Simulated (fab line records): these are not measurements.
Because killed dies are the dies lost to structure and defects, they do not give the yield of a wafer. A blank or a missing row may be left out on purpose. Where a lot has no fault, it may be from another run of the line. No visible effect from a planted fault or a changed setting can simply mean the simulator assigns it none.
fab line records | flow nand_harc
[record] lots = 15 | wafers = 45 | last_day = 34
route steps=1302 shown P_ZERO_WELL@11 P_STI@83
lots with no fault: from the same line, run without faults
start_h: the number of hours between the record's first day and the start of the first shown wafer of the lot | wait_h: how many hours have passed since the lot's step before this one | " unchanged from the row above | L1.1+2: several wafers, shown together as one row | - either no value or no given start | * or withheld: withheld | < > ~ a bound
route shown NAME@n: a module of which the file shows steps, and the number in the route of the first | usual: average and standard deviation across the fault-free wafers | same: alike in all rows | chamber/n: place in a boat | sites: per-site readings | _std_site: how widely they spread, as a standard deviation | _edge_site: inner sites' mean taken away from outer sites' mean | radius_mm: how far each site lies from the wafer's centre | mask NAME#n: copy n | behind: the most recent tool/chamber to have shaped the wafer | hold: the reason the lot was held/the length of the hold in hours/how it ended | device: which transistor (n, p or np) failed to switch | end of line: tests run on the same wafers once the route is complete | step lacking rows: just its recipe | killed: dies lost to structure and defects at the first sort, not the wafer's yield | map: shows each die of a wafer: x if killed, . if not, _ if none is there
set.NAME: the setting that was run; set.NAME@STEP: the one run at that earlier step | model.NAME: the simulator's own value behind a step, which no gauge read
steps of the route over a sample of lots; a table a step, a row a wafer
services: the hour from which a tool's chamber was out of use, counted from the record's first day as start_h (under 0 if before that day), plus the number of hours and why
[[steps]]
[step NHARC_P_ZERO_WELL_EXPOSE_08]
[recipe] na = 0.55 | target_cd_nm = 500 | dose_mj = 33.8 | mask_id = P_ZERO
[usual] exposure_dose_mJ_cm2 = 33.73/0.036 | focus_offset_nm = 0.0/0.51
lot.wafer | tool           | chamber | start_h | wait_h | mask     | exposure_dose_mJ_cm2 | focus_offset_nm
L354.1    | krf_scanner-03 | 0       | 30.96   | -      | P_ZERO#0 | 33.70                | -0.3
L354.3    | "              | 0       | "       | "      | P_ZERO#0 | 33.74                | 0.0
L354.4    | "              | 0       | "       | "      | P_ZERO#0 | 33.72                | 0.2
L355.2    | krf_scanner-03 | 0       | 40.97   | -      | P_ZERO#0 | 33.78                | -0.2
L355.5    | "              | 0       | "       | "      | P_ZERO#0 | 33.69                | 0.2
L355.6    | "              | 0       | "       | "      | P_ZERO#0 | 33.70                | 0.4
L357.3    | krf_scanner-04 | -       | 61.10   | -      | P_ZERO#0 | -                    | -
L357.4    | "              | -       | "       | "      | P_ZERO#0 | -                    | -
L357.6    | "              | -       | "       | "      | P_ZERO#0 | -                    | -
L358.1    | krf_scanner-03 | -       | 71.08   | -      | P_ZERO#0 | -                    | -
L358.2    | "              | -       | "       | "      | P_ZERO#0 | -                    | -
L358.6    | "              | -       | "       | "      | P_ZERO#0 | -                    | -
L359.1    | krf_scanner-03 | -       | 80.97   | -      | P_ZERO#0 | -                    | -
L359.4    | "              | -       | "       | "      | P_ZERO#0 | -                    | -
L359.6    | "              | -       | "       | "      | P_ZERO#0 | -                    | -
L366.2    | krf_scanner-01 | 0       | 151.09  | -      | P_ZERO#0 | 33.74                | 0.7
L366.4    | "              | 0       | "       | "      | P_ZERO#0 | 33.71                | 0.1
L366.6    | "              | 0       | "       | "      | P_ZERO#0 | 33.75                | 0.4
L367.1    | krf_scanner-01 | 0       | 161.08  | -      | P_ZERO#0 | 33.71                | 0.3
L367.3    | "              | 0       | "       | "      | P_ZERO#0 | 33.72                | 0.0
L367.4    | "              | 0       | "       | "      | P_ZERO#0 | 33.70                | 0.3
L368.3    | krf_scanner-03 | 0       | 171.14  | -      | P_ZERO#0 | 33.67                | 0.4
L368.4    | "              | 0       | "       | "      | P_ZERO#0 | 33.66                | 0.2
L368.5    | "              | 0       | "       | "      | P_ZERO#0 | 33.69                | -0.2
L369.1    | krf_scanner-04 | 0       | 181.09  | -      | P_ZERO#0 | 33.72                | 0.8
L369.4    | "              | 0       | "       | "      | P_ZERO#0 | 33.73                | 0.7
L369.6    | "              | 0       | "       | "      | P_ZERO#0 | 33.78                | -0.3
L370.3    | krf_scanner-01 | 0       | 191.11  | -      | P_ZERO#0 | 33.75                | -1.0
L370.5    | "              | 0       | "       | "      | P_ZERO#0 | 33.71                | -1.1
L370.6    | "              | 0       | "       | "      | P_ZERO#0 | 33.73                | -0.7
L371.1    | krf_scanner-04 | 0       | 201.08  | -      | P_ZERO#0 | 33.78                | 0.4
L371.5    | "              | 0       | "       | "      | P_ZERO#0 | 33.80                | 0.1
L371.6    | "              | 0       | "       | "      | P_ZERO#0 | 33.74                | 0.6
L372.2    | krf_scanner-03 | 0       | 211.11  | -      | P_ZERO#0 | 33.72                | 0.5
L372.3    | "              | 0       | "       | "      | P_ZERO#0 | 33.70                | -0.1
L372.6    | "              | 0       | "       | "      | P_ZERO#0 | 33.64                | 0.4
L374.2    | krf_scanner-03 | 0       | 231.10  | -      | P_ZERO#0 | 33.76                | 0.0
L374.3    | "              | 0       | "       | "      | P_ZERO#0 | 33.80                | -0.2
L374.6    | "              | 0       | "       | "      | P_ZERO#0 | 33.72                | -0.5
L375.1    | krf_scanner-04 | 0       | 241.10  | -      | P_ZERO#0 | 33.70                | -0.8
L375.3    | "              | 0       | "       | "      | P_ZERO#0 | 33.77                | -0.8
L375.6    | "              | 0       | "       | "      | P_ZERO#0 | 33.75                | 0.0
L376.2    | krf_scanner-01 | 0       | 251.09  | -      | P_ZERO#0 | 33.75                | -0.1
L376.5    | "              | 0       | "       | "      | P_ZERO#0 | 33.73                | 0.3
L376.6    | "              | 0       | "       | "      | P_ZERO#0 | 33.71                | 0.3
[step NHARC_P_ZERO_WELL_DESCUM_13]
[recipe] time_s = 3 | o2_flow_sccm = 200 | ar_flow_sccm = 0 | bias_power_w = 0 | chemistry = O2
[usual] chamber_pressure_mTorr = 60.02/0.22 | drypump_motor_current_A = 5.7/0.38 | oes_product_au = 0.997/0.012 | rf_vpp_V = 57.9/0.92 | showerhead_plenum_p_Torr = 1.95/0.099 | throttle_valve_pct = 11.311/0.0096
lot.wafer | tool        | chamber | start_h | wait_h | chamber_pressure_mTorr | drypump_motor_current_A | oes_product_au | rf_hours_counter_h | rf_vpp_V | showerhead_plenum_p_Torr | throttle_valve_pct
L354.4    | rie_diel-02 | 1       | 31.32   | -      | 59.94                  | 5.4                     | 0.993          | 48                 | 57.3     | 2.00                     | 11.310
L354.3    | "           | 2       | "       | "      | 59.89                  | 6.0                     | 1.000          | 50                 | 57.5     | 1.85                     | 11.318
L354.1    | "           | 3       | "       | "      | 59.94                  | 5.3                     | 0.964          | 54                 | 58.3     | 1.76                     | 11.318
L355.2    | rie_diel-13 | 3       | 41.27   | -      | 60.04                  | 5.2                     | 1.002          | 16                 | 59.3     | 2.03                     | 11.301
L355.6    | "           | 3       | "       | "      | 59.99                  | 5.2                     | 1.002          | -                  | 57.8     | 2.03                     | 11.322
L355.5    | "           | 0       | "       | "      | 59.99                  | 6.3                     | 1.002          | -                  | 56.2     | 1.82                     | 11.322
L357.3    | rie_diel-01 | 1       | 61.41   | -      | 60.02                  | 5.6                     | 0.997          | 7                  | 59.1     | 1.97                     | 11.320
L357.4    | "           | 2       | "       | "      | 60.03                  | 5.7                     | 0.998          | 6                  | 56.1     | 1.88                     | 11.335
L357.6    | "           | 0       | "       | "      | 59.96                  | 6.2                     | 1.020          | -                  | 57.1     | 1.87                     | 11.319
L358.2    | rie_diel-02 | 3       | 71.39   | -      | 60.04                  | 5.3                     | 0.994          | 9                  | 57.1     | 2.07                     | 11.315
L358.1    | "           | 0       | "       | "      | 60.11                  | 5.6                     | 1.008          | 8                  | 59.0     | 1.83                     | 11.305
L358.6    | "           | 2       | "       | "      | 60.06                  | 6.0                     | 0.998          | -                  | 57.7     | 1.85                     | 11.322
L359.1    | rie_diel-01 | 0       | 81.27   | -      | 59.92                  | 6.1                     | 1.005          | 11                 | 58.5     | 1.86                     | 11.317
L359.4    | "           | 2       | "       | "      | 60.04                  | 5.7                     | 1.002          | 13                 | 57.4     | 1.88                     | 11.302
L359.6    | "           | 1       | "       | "      | 59.82                  | 5.6                     | 0.993          | -                  | 58.3     | 1.97                     | 11.330
L366.2    | rie_diel-13 | 1       | 151.39  | -      | 60.02                  | 6.1                     | 0.991          | 47                 | 59.1     | 2.06                     | 11.306
L366.4    | "           | 2       | "       | "      | 59.96                  | 5.5                     | 0.990          | 51                 | 57.9     | 2.06                     | 11.302
L366.6    | "           | 1       | "       | "      | 59.97                  | 6.1                     | 0.988          | -                  | 58.5     | 2.06                     | 11.298
L367.1    | rie_diel-02 | 1       | 161.40  | -      | 59.98                  | 5.3                     | 0.990          | 23                 | 58.9     | 1.99                     | 11.325
L367.3    | "           | 2       | "       | "      | 59.96                  | 6.0                     | 0.999          | 34                 | 56.9     | 1.84                     | 11.305
L367.4    | "           | 3       | "       | "      | 60.02                  | 5.3                     | 0.985          | 38                 | 58.7     | 2.06                     | 11.320
L368.3    | rie_diel-01 | 3       | 171.47  | -      | 60.01                  | 5.1                     | 0.986          | 44                 | 56.9     | 1.99                     | 11.290
L368.4    | "           | 0       | "       | "      | 60.07                  | 6.2                     | 0.999          | 45                 | 57.5     | 1.85                     | 11.313
L368.5    | "           | 3       | "       | "      | 60.07                  | 5.1                     | 0.980          | -                  | 58.6     | 1.99                     | 11.317
L369.4    | rie_diel-01 | 0       | 181.40  | -      | 59.98                  | 6.2                     | 1.011          | 49                 | 56.7     | 1.85                     | 11.316
L369.1    | "           | 3       | "       | "      | 59.91                  | 5.1                     | 0.990          | 47                 | 57.4     | 1.99                     | 11.303
L369.6    | "           | 0       | "       | "      | 59.98                  | 6.2                     | 1.010          | -                  | 57.5     | 1.85                     | 11.320
L370.3    | rie_diel-02 | 1       | 191.43  | -      | 59.99                  | 5.3                     | 1.012          | 38                 | 56.7     | 1.98                     | 11.310
L370.5    | "           | 2       | "       | "      | 59.94                  | 6.0                     | 1.003          | -                  | 57.6     | 1.84                     | 11.298
L370.6    | "           | 3       | "       | "      | 60.04                  | 5.3                     | 0.993          | -                  | 58.6     | 2.06                     | 11.316
L371.1    | rie_diel-01 | 0       | 201.43  | -      | 60.09                  | 6.2                     | 1.007          | 54                 | 57.7     | 1.85                     | 11.319
L371.5    | "           | 0       | "       | "      | 60.05                  | 6.2                     | 1.016          | -                  | 57.4     | 1.85                     | 11.310
L371.6    | "           | 1       | "       | "      | 59.98                  | 5.7                     | 0.985          | -                  | 58.0     | 1.96                     | 11.315
L372.3    | rie_diel-02 | 0       | 211.42  | -      | 60.04                  | 5.6                     | 0.992          | 55                 | 57.5     | 1.82                     | 11.312
L372.2    | "           | 2       | "       | "      | 60.06                  | 6.0                     | 0.993          | 53                 | 57.1     | 1.84                     | 11.306
L372.6    | "           | 0       | "       | "      | 60.02                  | 5.6                     | 0.994          | -                  | 57.0     | 1.82                     | 11.326
L374.2    | rie_diel-13 | 0       | 231.42  | -      | 59.95                  | 6.3                     | 0.998          | 23                 | 58.2     | 1.80                     | 11.310
L374.3    | "           | 2       | "       | "      | 59.97                  | 5.5                     | 1.002          | 24                 | 57.8     | 2.05                     | 11.326
L374.6    | "           | 3       | "       | "      | 60.01                  | 5.2                     | 1.003          | -                  | 58.3     | 2.01                     | 11.320
L375.1    | rie_diel-02 | 2       | 241.42  | -      | 60.02                  | 6.0                     | 1.027          | 4                  | 57.9     | 1.83                     | 11.320
L375.3    | "           | 0       | "       | "      | 60.02                  | 5.6                     | 0.999          | 4                  | 58.2     | 1.82                     | 11.320
L375.6    | "           | 3       | "       | "      | 60.03                  | 5.3                     | 0.999          | -                  | 58.2     | 2.06                     | 11.315
L376.2    | rie_diel-01 | 3       | 251.40  | -      | 59.95                  | 5.1                     | 0.980          | 10                 | 58.9     | 1.98                     | 11.292
L376.5    | "           | 3       | "       | "      | 59.92                  | 5.1                     | 0.970          | -                  | 58.8     | 1.98                     | 11.305
L376.6    | "           | 1       | "       | "      | 59.95                  | 5.6                     | 1.023          | -                  | 57.0     | 1.95                     | 11.314
[step NHARC_P_STI_CD_MEAS_09]
[recipe] target_cd_nm = 200 | landing_energy_ev = 500
[usual] cd_nm = 200.9/2.8
lot.wafer | tool      | chamber | start_h | wait_h | cd_nm
L354.1    | cd_sem-01 | 0       | 53.19   | -      | 198.3
L354.3    | "         | 0       | "       | "      | 198.8
L354.4    | "         | 0       | "       | "      | 200.5
L355.2    | cd_sem-02 | 0       | 65.25   | -      | 200.8
L355.5    | "         | 0       | "       | "      | 199.1
L355.6    | "         | 0       | "       | "      | 199.4
L366.2    | cd_sem-02 | 0       | 173.06  | -      | 195.4
L366.4    | "         | 0       | "       | "      | 197.3
L366.6    | "         | 0       | "       | "      | 195.5
L367.1    | cd_sem-02 | 0       | 183.02  | -      | 203.5
L367.3    | "         | 0       | "       | "      | 207.8
L367.4    | "         | 0       | "       | "      | 205.5
L368.3    | cd_sem-01 | 0       | 195.41  | -      | 203.0
L368.4    | "         | 0       | "       | "      | 199.6
L368.5    | "         | 0       | "       | "      | 200.1
L369.1    | cd_sem-02 | 0       | 203.49  | -      | 197.6
L369.4    | "         | 0       | "       | "      | 199.8
L369.6    | "         | 0       | "       | "      | 195.4
L370.3    | cd_sem-01 | 0       | 212.34  | -      | 199.3
L370.5    | "         | 0       | "       | "      | 205.2
L370.6    | "         | 0       | "       | "      | 199.5
L371.1    | cd_sem-03 | 0       | 225.57  | -      | 201.3
L371.5    | "         | 0       | "       | "      | 199.1
L371.6    | "         | 0       | "       | "      | 200.2
L372.2    | cd_sem-03 | 0       | 235.66  | -      | 203.0
L372.3    | "         | 0       | "       | "      | 201.5
L372.6    | "         | 0       | "       | "      | 202.3
L374.2    | cd_sem-03 | 0       | 254.19  | -      | 201.7
L374.3    | "         | 0       | "       | "      | 200.3
L374.6    | "         | 0       | "       | "      | 201.7
L375.1    | cd_sem-03 | 0       | 264.93  | -      | 201.9
L375.3    | "         | 0       | "       | "      | 200.2
L375.6    | "         | 0       | "       | "      | 201.2
L376.2    | cd_sem-01 | 0       | 274.84  | -      | 203.3
L376.5    | "         | 0       | "       | "      | 198.6
L376.6    | "         | 0       | "       | "      | 202.7
[step NHARC_P_STI_DESCUM_14]
[recipe] time_s = 3 | o2_flow_sccm = 200 | ar_flow_sccm = 0 | bias_power_w = 0 | chemistry = O2
[usual] chamber_pressure_mTorr = 60.01/0.055 | drypump_motor_current_A = 5.8/0.44 | oes_product_au = 1.001/0.011 | rf_vpp_V = 57.9/0.9 | showerhead_plenum_p_Torr = 1.93/0.085 | throttle_valve_pct = 11.311/0.0092
lot.wafer | tool        | chamber | start_h | wait_h | chamber_pressure_mTorr | drypump_motor_current_A | oes_product_au | rf_hours_counter_h | rf_vpp_V | showerhead_plenum_p_Torr | throttle_valve_pct
L354.1    | rie_diel-11 | 0       | 53.44   | -      | 59.89                  | 6.4                     | 0.982          | 12                 | 56.2     | 2.01                     | 11.310
L354.3    | "           | 2       | "       | "      | 60.08                  | 5.5                     | 1.002          | 12                 | 57.7     | 1.94                     | 11.303
L354.4    | "           | 3       | "       | "      | 60.05                  | 5.9                     | 0.980          | 11                 | 58.9     | 1.87                     | 11.310
L355.2    | rie_diel-11 | 2       | 65.52   | -      | 59.99                  | 5.5                     | 0.996          | 13                 | 57.1     | 1.94                     | 11.327
L355.6    | "           | 1       | "       | "      | 60.12                  | 6.1                     | 0.992          | -                  | 57.1     | 1.78                     | 11.308
L355.5    | "           | 2       | "       | "      | 59.99                  | 5.5                     | 0.992          | -                  | 56.4     | 1.94                     | 11.325
L366.4    | rie_diel-09 | 3       | 173.32  | -      | 60.04                  | 6.1                     | 0.990          | 1                  | 58.6     | 1.89                     | 11.312
L366.2    | "           | 0       | "       | "      | 60.01                  | 6.0                     | 0.978          | 1                  | 58.7     | 2.06                     | 11.303
L366.6    | "           | 0       | "       | "      | 60.09                  | 6.0                     | 0.992          | -                  | 58.7     | 2.06                     | 11.321
L367.1    | rie_diel-09 | 1       | 183.28  | -      | 60.06                  | 5.9                     | 1.004          | 2                  | 57.2     | 1.97                     | 11.295
L367.4    | "           | 2       | "       | "      | 59.92                  | 5.8                     | 1.004          | 2                  | 56.6     | 1.96                     | 11.309
L367.3    | "           | 3       | "       | "      | 59.96                  | 6.1                     | 0.999          | 1                  | 59.2     | 1.89                     | 11.322
L368.3    | rie_diel-05 | 2       | 195.67  | -      | 60.02                  | 5.2                     | 1.009          | 7                  | 58.5     | 1.96                     | 11.319
L368.4    | "           | 0       | "       | "      | 59.95                  | 5.0                     | 1.007          | 7                  | 55.8     | 1.91                     | 11.295
L368.5    | "           | 2       | "       | "      | 60.04                  | 5.2                     | 1.015          | -                  | 57.4     | 1.96                     | 11.313
L369.4    | rie_diel-05 | 0       | 203.75  | -      | 60.03                  | 5.0                     | 0.997          | 7                  | 58.0     | 1.91                     | 11.327
L369.1    | "           | 1       | "       | "      | 59.96                  | 5.7                     | 1.005          | 7                  | 59.3     | 1.83                     | 11.300
L369.6    | "           | 1       | "       | "      | 60.11                  | 5.7                     | 1.009          | -                  | 57.8     | 1.83                     | 11.310
L370.3    | rie_diel-11 | 2       | 212.62  | -      | 60.12                  | 5.5                     | 1.008          | 10                 | 59.2     | 1.93                     | 11.317
L370.5    | "           | 3       | "       | "      | 60.00                  | 5.9                     | 1.003          | -                  | 57.8     | 1.87                     | 11.324
L370.6    | "           | 0       | "       | "      | 59.99                  | 6.5                     | 1.000          | -                  | 57.9     | 2.00                     | 11.304
L371.1    | rie_diel-09 | 1       | 225.84  | -      | 59.97                  | 5.9                     | 1.000          | 2                  | 58.4     | 1.97                     | 11.311
L371.5    | "           | 0       | "       | "      | 60.03                  | 6.0                     | 0.988          | -                  | 60.2     | 2.06                     | 11.308
L371.6    | "           | 1       | "       | "      | 60.11                  | 5.9                     | 0.999          | -                  | 57.4     | 1.97                     | 11.309
L372.3    | rie_diel-09 | 0       | 235.94  | -      | 59.95                  | 6.0                     | 0.992          | 7                  | 58.8     | 2.06                     | 11.312
L372.2    | "           | 1       | "       | "      | 60.00                  | 5.9                     | 1.002          | 3                  | 57.6     | 1.97                     | 11.308
L372.6    | "           | 3       | "       | "      | 59.95                  | 6.1                     | 0.993          | -                  | 57.3     | 1.89                     | 11.310
L374.2    | rie_diel-11 | 0       | 254.46  | -      | 60.03                  | 6.4                     | 1.007          | 16                 | 58.3     | 2.00                     | 11.314
L374.3    | "           | 1       | "       | "      | 60.03                  | 6.2                     | 1.001          | 16                 | 56.2     | 1.77                     | 11.311
L374.6    | "           | 3       | "       | "      | 59.89                  | 5.8                     | 1.015          | -                  | 59.3     | 1.86                     | 11.303
L375.1    | rie_diel-11 | 3       | 265.21  | -      | 60.01                  | 5.9                     | 0.994          | 0                  | 58.4     | 1.86                     | 11.306
L375.3    | "           | 0       | "       | "      | 60.02                  | 6.5                     | 0.990          | 0                  | 58.9     | 2.00                     | 11.291
L375.6    | "           | 1       | "       | "      | 59.98                  | 6.1                     | 0.995          | -                  | 57.0     | 1.77                     | 11.308
L376.2    | rie_diel-05 | 2       | 275.13  | -      | 60.05                  | 5.2                     | 1.012          | 1                  | 58.1     | 1.96                     | 11.317
L376.6    | "           | 3       | "       | "      | 60.03                  | 6.4                     | 1.008          | -                  | 58.8     | 2.06                     | 11.311
L376.5    | "           | 0       | "       | "      | 59.96                  | 5.0                     | 1.007          | -                  | 57.1     | 1.91                     | 11.330
[[services]]
tool           | chamber | start_h | hours | kind
rie_diel-11    | 3       | 13.55   | 8.4   | repair
rie_diel-01    | -       | 26.88   | 9.0   | pm
rie_diel-02    | -       | 39.72   | 9.0   | pm
rie_diel-11    | -       | 51.83   | 0.7   | repair
krf_scanner-03 | -       | 52.00   | 4.0   | pm
rie_diel-02    | 1       | 64.84   | 17.7  | repair
rie_diel-11    | -       | 78.50   | 9.0   | pm
rie_diel-02    | 1       | 97.13   | 10.4  | repair
rie_diel-11    | 3       | 98.39   | 1.4   | repair
rie_diel-01    | 2       | 99.19   | 12.6  | repair
rie_diel-11    | 2       | 125.77  | 6.5   | repair
rie_diel-02    | 1       | 139.29  | 3.9   | repair
krf_scanner-03 | -       | 153.05  | 0.1   | repair
rie_diel-01    | 3       | 186.41  | 2.4   | repair
rie_diel-02    | 0       | 191.14  | 11.7  | repair
rie_diel-01    | -       | 203.90  | 9.0   | pm
rie_diel-01    | 2       | 213.88  | 3.6   | repair
rie_diel-02    | -       | 216.72  | 9.0   | pm
krf_scanner-03 | -       | 224.00  | 4.0   | pm
krf_scanner-03 | -       | 230.27  | 0.3   | repair
rie_diel-01    | 0       | 242.49  | 4.3   | repair
rie_diel-01    | 0       | 249.97  | 6.0   | repair
rie_diel-02    | 2       | 265.08  | 6.6   | repair
rie_diel-02    | -       | 267.28  | 0.6   | repair
[[key]]
[first_sign] step = NHARC_P_ZERO_WELL_EXPOSE_08 | reading = tool_record | direction = missing
effect none on later readings
met_at NHARC_P_ZERO_WELL_EXPOSE_08
struck_lots L357,L358,L359
later_rows_left_out L357.3,L357.4,L357.6,L358.1,L358.2,L358.6,L359.1,L359.4,L359.6
sort_left_out L357.3,L357.4,L357.6,L358.1,L358.2,L358.6,L359.1,L359.4,L359.6
tester_left_out L357,L358,L359
not_acting_at NHARC_P_ZERO_WELL_DESCUM_13,NHARC_P_STI_CD_MEAS_09,NHARC_P_STI_DESCUM_14
onset_between 40.97 61.10
[fault] kind = skipped_step_whole | tool = krf_scanner-03,krf_scanner-04 | chamber = - | onset_h = 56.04 | steps = NHARC_P_ZERO_WELL_EXPOSE_08 | scope = struck_lots_only
// tester_left_out: of these lots the tester's yield and bins aren't shown, on N5 and GAA mostly nor the transistor test; their killed dies are dies lost to structure and defects alone, not to doping, threshold or leakage, so they don't give the yield
// sort_left_out: the simulated sort isn't trusted on such a fault, so these wafers' sort isn't shown, and their yield isn't known
// later_rows_left_out: the simulator's readings of these wafers behind a module that went badly wrong aren't trusted and aren't shown, but for the sort
